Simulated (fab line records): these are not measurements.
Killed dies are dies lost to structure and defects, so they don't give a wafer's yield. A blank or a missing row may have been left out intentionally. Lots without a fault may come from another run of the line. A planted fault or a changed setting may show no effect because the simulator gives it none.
Matching of chambers / flow nandHarc / NHARC_A_STAIRCASE_TRIM_229 on rieDiel-04: 4 sister chambers
The step chemistry O2, time 211.2 s. 24 wafers are shown with their chamber, then 12 later ones without.

WAFERS PAIRED WITH THEIR CHAMBERS
wafer=L075.2; chamber=3; showerheadPlenumPTorr (Torr)=3.34; oesProductAu (a.u.)=1.018; throttleValvePct (%)=17.029
wafer=L075.4; chamber=2; showerheadPlenumPTorr (Torr)=3.59; oesProductAu (a.u.)=1.011; throttleValvePct (%)=17.038
wafer=L075.5; chamber=3; showerheadPlenumPTorr (Torr)=3.34; oesProductAu (a.u.)=1.012; throttleValvePct (%)=17.029
wafer=L076.1; chamber=2; showerheadPlenumPTorr (Torr)=3.59; oesProductAu (a.u.)=0.996; throttleValvePct (%)=17.032
wafer=L076.3; chamber=1; showerheadPlenumPTorr (Torr)=3.53; oesProductAu (a.u.)=1.005; throttleValvePct (%)=17.034
wafer=L076.6; chamber=2; showerheadPlenumPTorr (Torr)=3.59; oesProductAu (a.u.)=0.993; throttleValvePct (%)=17.029
wafer=L079.1; chamber=3; showerheadPlenumPTorr (Torr)=3.33; oesProductAu (a.u.)=0.991; throttleValvePct (%)=17.038
wafer=L079.3; chamber=2; showerheadPlenumPTorr (Torr)=3.59; oesProductAu (a.u.)=1.001; throttleValvePct (%)=17.045
wafer=L079.6; chamber=0; showerheadPlenumPTorr (Torr)=3.59; oesProductAu (a.u.)=0.984; throttleValvePct (%)=17.027
wafer=L081.2; chamber=1; showerheadPlenumPTorr (Torr)=3.53; oesProductAu (a.u.)=1.008; throttleValvePct (%)=17.049
wafer=L081.4; chamber=2; showerheadPlenumPTorr (Torr)=3.58; oesProductAu (a.u.)=0.997; throttleValvePct (%)=17.033
wafer=L081.5; chamber=3; showerheadPlenumPTorr (Torr)=3.33; oesProductAu (a.u.)=1.014; throttleValvePct (%)=17.044
wafer=L083.2; chamber=1; showerheadPlenumPTorr (Torr)=3.53; oesProductAu (a.u.)=0.992; throttleValvePct (%)=17.042
wafer=L083.3; chamber=1; showerheadPlenumPTorr (Torr)=3.53; oesProductAu (a.u.)=1.000; throttleValvePct (%)=17.051
wafer=L083.4; chamber=2; showerheadPlenumPTorr (Torr)=3.58; oesProductAu (a.u.)=0.991; throttleValvePct (%)=17.026
wafer=L086.1; chamber=0; showerheadPlenumPTorr (Torr)=3.58; oesProductAu (a.u.)=0.986; throttleValvePct (%)=17.041
wafer=L086.2; chamber=2; showerheadPlenumPTorr (Torr)=3.57; oesProductAu (a.u.)=0.995; throttleValvePct (%)=17.035
wafer=L086.4; chamber=1; showerheadPlenumPTorr (Torr)=3.52; oesProductAu (a.u.)=0.998; throttleValvePct (%)=17.025
wafer=L088.1; chamber=0; showerheadPlenumPTorr (Torr)=3.58; oesProductAu (a.u.)=1.000; throttleValvePct (%)=17.055
wafer=L088.3; chamber=3; showerheadPlenumPTorr (Torr)=3.32; oesProductAu (a.u.)=0.990; throttleValvePct (%)=17.050
wafer=L088.4; chamber=1; showerheadPlenumPTorr (Torr)=3.52; oesProductAu (a.u.)=0.996; throttleValvePct (%)=17.020
wafer=L092.2; chamber=1; showerheadPlenumPTorr (Torr)=3.52; oesProductAu (a.u.)=0.985; throttleValvePct (%)=17.037
wafer=L092.4; chamber=3; showerheadPlenumPTorr (Torr)=3.32; oesProductAu (a.u.)=0.995; throttleValvePct (%)=17.041
wafer=L092.5; chamber=0; showerheadPlenumPTorr (Torr)=3.58; oesProductAu (a.u.)=0.991; throttleValvePct (%)=17.041

SIGNATURES (averages over the wafers above)
reading=showerheadPlenumPTorr; chamber 0=3.5825; chamber 1=3.5257; chamber 2=3.5843; chamber 3=3.3300; scatter within a chamber=0.00713
reading=oesProductAu; chamber 0=0.99025; chamber 1=0.99771; chamber 2=0.99771; chamber 3=1.00333; scatter within a chamber=0.0089
reading=throttleValvePct; chamber 0=17.04100; chamber 1=17.03686; chamber 2=17.03400; chamber 3=17.03850; scatter within a chamber=0.00943
Rule: distance of a wafer from a chamber = root of the sum over the readings of ((wafer's reading minus chamber's mean) / reading's scatter) squared. If the next closest chamber is less than 2 further off than the closest, the wafer can't be placed; otherwise it belongs to the closest. The scatter: the root of (the sum of the squares of (reading less its chamber's mean) over the shown wafers, divided by (wafers less chambers)).

WAFERS MISSING THEIR CHAMBER
wafer=L094.1; showerheadPlenumPTorr (Torr)=3.51; oesProductAu (a.u.)=0.996; throttleValvePct (%)=17.042
wafer=L094.3; showerheadPlenumPTorr (Torr)=3.31; oesProductAu (a.u.)=0.996; throttleValvePct (%)=17.043
wafer=L094.5; showerheadPlenumPTorr (Torr)=3.57; oesProductAu (a.u.)=1.000; throttleValvePct (%)=17.030
wafer=L096.1; showerheadPlenumPTorr (Torr)=3.57; oesProductAu (a.u.)=1.006; throttleValvePct (%)=17.024
wafer=L096.5; showerheadPlenumPTorr (Torr)=3.57; oesProductAu (a.u.)=1.005; throttleValvePct (%)=17.014
wafer=L096.6; showerheadPlenumPTorr (Torr)=3.31; oesProductAu (a.u.)=1.003; throttleValvePct (%)=17.044
wafer=L095.1; showerheadPlenumPTorr (Torr)=3.57; oesProductAu (a.u.)=1.000; throttleValvePct (%)=17.025
wafer=L095.4; showerheadPlenumPTorr (Torr)=3.57; oesProductAu (a.u.)=0.998; throttleValvePct (%)=17.016
wafer=L095.6; showerheadPlenumPTorr (Torr)=3.31; oesProductAu (a.u.)=1.005; throttleValvePct (%)=17.030
wafer=L097.2; showerheadPlenumPTorr (Torr)=3.57; oesProductAu (a.u.)=1.002; throttleValvePct (%)=17.043
wafer=L097.4; showerheadPlenumPTorr (Torr)=3.31; oesProductAu (a.u.)=1.009; throttleValvePct (%)=17.035
wafer=L097.5; showerheadPlenumPTorr (Torr)=3.51; oesProductAu (a.u.)=0.990; throttleValvePct (%)=17.037

EACH ONE'S CHAMBER
wafer=L094.1; from the rows above=1; in truth=1
wafer=L094.3; from the rows above=3; in truth=3
wafer=L094.5; from the rows above=can't be placed: 2 or 0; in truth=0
wafer=L096.1; from the rows above=can't be placed: 2 or 0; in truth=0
wafer=L096.5; from the rows above=can't be placed: 2 or 0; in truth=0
wafer=L096.6; from the rows above=3; in truth=3
wafer=L095.1; from the rows above=can't be placed: 2 or 0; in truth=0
wafer=L095.4; from the rows above=can't be placed: 2 or 0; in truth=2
wafer=L095.6; from the rows above=3; in truth=3
wafer=L097.2; from the rows above=can't be placed: 0 or 2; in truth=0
wafer=L097.4; from the rows above=3; in truth=3
wafer=L097.5; from the rows above=1; in truth=1
Placed correctly: 6 of 12. These rows do not allow placing 6 (true chamber among the candidates in 6). 0 placed wrongly.
